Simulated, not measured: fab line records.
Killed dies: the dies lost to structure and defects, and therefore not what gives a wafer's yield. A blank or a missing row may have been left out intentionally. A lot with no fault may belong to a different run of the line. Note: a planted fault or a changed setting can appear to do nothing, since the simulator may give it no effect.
Chamber matching / flow nandHarc / NHARC_P_ZERO_WELL_DESCUM_39 on rieDiel-09 has 4 sister chambers
The step chemistry O2, time 3 s. 20 wafers are shown with their chamber, then 10 later ones without.

WAFERS WITH THEIR CHAMBER
wafer=L074.1; chamber=2; drypumpMotorCurrentA (A)=6.2; showerheadPlenumPTorr (Torr)=2.02; oesProductAu (a.u.)=0.984
wafer=L074.3; chamber=0; drypumpMotorCurrentA (A)=6.1; showerheadPlenumPTorr (Torr)=1.77; oesProductAu (a.u.)=1.007
wafer=L074.6; chamber=3; drypumpMotorCurrentA (A)=5.4; showerheadPlenumPTorr (Torr)=1.90; oesProductAu (a.u.)=0.997
wafer=L078.2; chamber=0; drypumpMotorCurrentA (A)=6.0; showerheadPlenumPTorr (Torr)=1.77; oesProductAu (a.u.)=0.991
wafer=L078.4; chamber=3; drypumpMotorCurrentA (A)=5.4; showerheadPlenumPTorr (Torr)=1.90; oesProductAu (a.u.)=1.019
wafer=L078.6; chamber=0; drypumpMotorCurrentA (A)=6.0; showerheadPlenumPTorr (Torr)=1.77; oesProductAu (a.u.)=0.999
wafer=L078.1; chamber=1; drypumpMotorCurrentA (A)=5.9; showerheadPlenumPTorr (Torr)=1.87; oesProductAu (a.u.)=0.996
wafer=L078.3; chamber=2; drypumpMotorCurrentA (A)=6.2; showerheadPlenumPTorr (Torr)=2.02; oesProductAu (a.u.)=0.999
wafer=L078.5; chamber=3; drypumpMotorCurrentA (A)=5.4; showerheadPlenumPTorr (Torr)=1.90; oesProductAu (a.u.)=1.013
wafer=L080.1; chamber=2; drypumpMotorCurrentA (A)=6.2; showerheadPlenumPTorr (Torr)=2.01; oesProductAu (a.u.)=1.003
wafer=L080.3; chamber=0; drypumpMotorCurrentA (A)=6.1; showerheadPlenumPTorr (Torr)=1.77; oesProductAu (a.u.)=0.985
wafer=L080.6; chamber=1; drypumpMotorCurrentA (A)=5.9; showerheadPlenumPTorr (Torr)=1.87; oesProductAu (a.u.)=0.991
wafer=L081.2; chamber=0; drypumpMotorCurrentA (A)=6.0; showerheadPlenumPTorr (Torr)=1.76; oesProductAu (a.u.)=1.000
wafer=L081.4; chamber=2; drypumpMotorCurrentA (A)=6.2; showerheadPlenumPTorr (Torr)=2.01; oesProductAu (a.u.)=0.992
wafer=L081.5; chamber=2; drypumpMotorCurrentA (A)=6.2; showerheadPlenumPTorr (Torr)=2.01; oesProductAu (a.u.)=0.992
wafer=L087.1; chamber=3; drypumpMotorCurrentA (A)=5.3; showerheadPlenumPTorr (Torr)=1.89; oesProductAu (a.u.)=1.026
wafer=L087.3; chamber=2; drypumpMotorCurrentA (A)=6.3; showerheadPlenumPTorr (Torr)=2.01; oesProductAu (a.u.)=0.995
wafer=L087.6; chamber=2; drypumpMotorCurrentA (A)=6.2; showerheadPlenumPTorr (Torr)=2.01; oesProductAu (a.u.)=0.991
wafer=L087.2; chamber=0; drypumpMotorCurrentA (A)=6.0; showerheadPlenumPTorr (Torr)=2.08; oesProductAu (a.u.)=1.005
wafer=L087.4; chamber=1; drypumpMotorCurrentA (A)=6.0; showerheadPlenumPTorr (Torr)=1.87; oesProductAu (a.u.)=1.000

SIGNATURES, as means of the wafers listed above
reading=drypumpMotorCurrentA; chamber 0=6.033; chamber 1=5.933; chamber 2=6.214; chamber 3=5.375; scatter within a chamber=0.0475
reading=showerheadPlenumPTorr; chamber 0=1.8200; chamber 1=1.8700; chamber 2=2.0129; chamber 3=1.8975; scatter within a chamber=0.0713
reading=oesProductAu; chamber 0=0.99783; chamber 1=0.99567; chamber 2=0.99371; chamber 3=1.01375; scatter within a chamber=0.0082
Rule: distance of a wafer from a chamber = root of the sum over the readings of ((wafer's reading minus chamber's mean) / reading's scatter) squared. If the next closest chamber is less than 2 further off than the closest, the wafer can't be placed; otherwise it belongs to the closest. The scatter is the square root of a quotient: the sum, over the shown wafers, of each reading's squared deviation from its chamber's mean, divided by wafers minus chambers.

WAFERS WITHOUT THEIR CHAMBER
wafer=L087.5; drypumpMotorCurrentA (A)=5.3; showerheadPlenumPTorr (Torr)=1.89; oesProductAu (a.u.)=1.029
wafer=L092.3; drypumpMotorCurrentA (A)=6.2; showerheadPlenumPTorr (Torr)=2.00; oesProductAu (a.u.)=1.001
wafer=L092.5; drypumpMotorCurrentA (A)=6.0; showerheadPlenumPTorr (Torr)=2.07; oesProductAu (a.u.)=0.991
wafer=L092.6; drypumpMotorCurrentA (A)=5.3; showerheadPlenumPTorr (Torr)=1.88; oesProductAu (a.u.)=1.019
wafer=L093.1; drypumpMotorCurrentA (A)=6.2; showerheadPlenumPTorr (Torr)=2.00; oesProductAu (a.u.)=1.006
wafer=L093.3; drypumpMotorCurrentA (A)=5.3; showerheadPlenumPTorr (Torr)=1.88; oesProductAu (a.u.)=1.020
wafer=L093.6; drypumpMotorCurrentA (A)=5.3; showerheadPlenumPTorr (Torr)=1.88; oesProductAu (a.u.)=1.006
wafer=L095.2; drypumpMotorCurrentA (A)=6.2; showerheadPlenumPTorr (Torr)=2.00; oesProductAu (a.u.)=0.999
wafer=L095.3; drypumpMotorCurrentA (A)=5.4; showerheadPlenumPTorr (Torr)=1.88; oesProductAu (a.u.)=1.022
wafer=L095.5; drypumpMotorCurrentA (A)=5.4; showerheadPlenumPTorr (Torr)=1.88; oesProductAu (a.u.)=1.020

THE CHAMBER EACH PASSED THROUGH
wafer=L087.5; from the rows above=3; in truth=3
wafer=L092.3; from the rows above=2; in truth=2
wafer=L092.5; from the rows above=can't be placed: 1 or 0 or 2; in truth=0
wafer=L092.6; from the rows above=3; in truth=3
wafer=L093.1; from the rows above=2; in truth=2
wafer=L093.3; from the rows above=3; in truth=3
wafer=L093.6; from the rows above=3; in truth=3
wafer=L095.2; from the rows above=2; in truth=2
wafer=L095.3; from the rows above=3; in truth=3
wafer=L095.5; from the rows above=3; in truth=3
Correctly placed: 9 of 10. These rows do not allow placing 1 (true chamber among the candidates in 1). 0 placed wrongly.
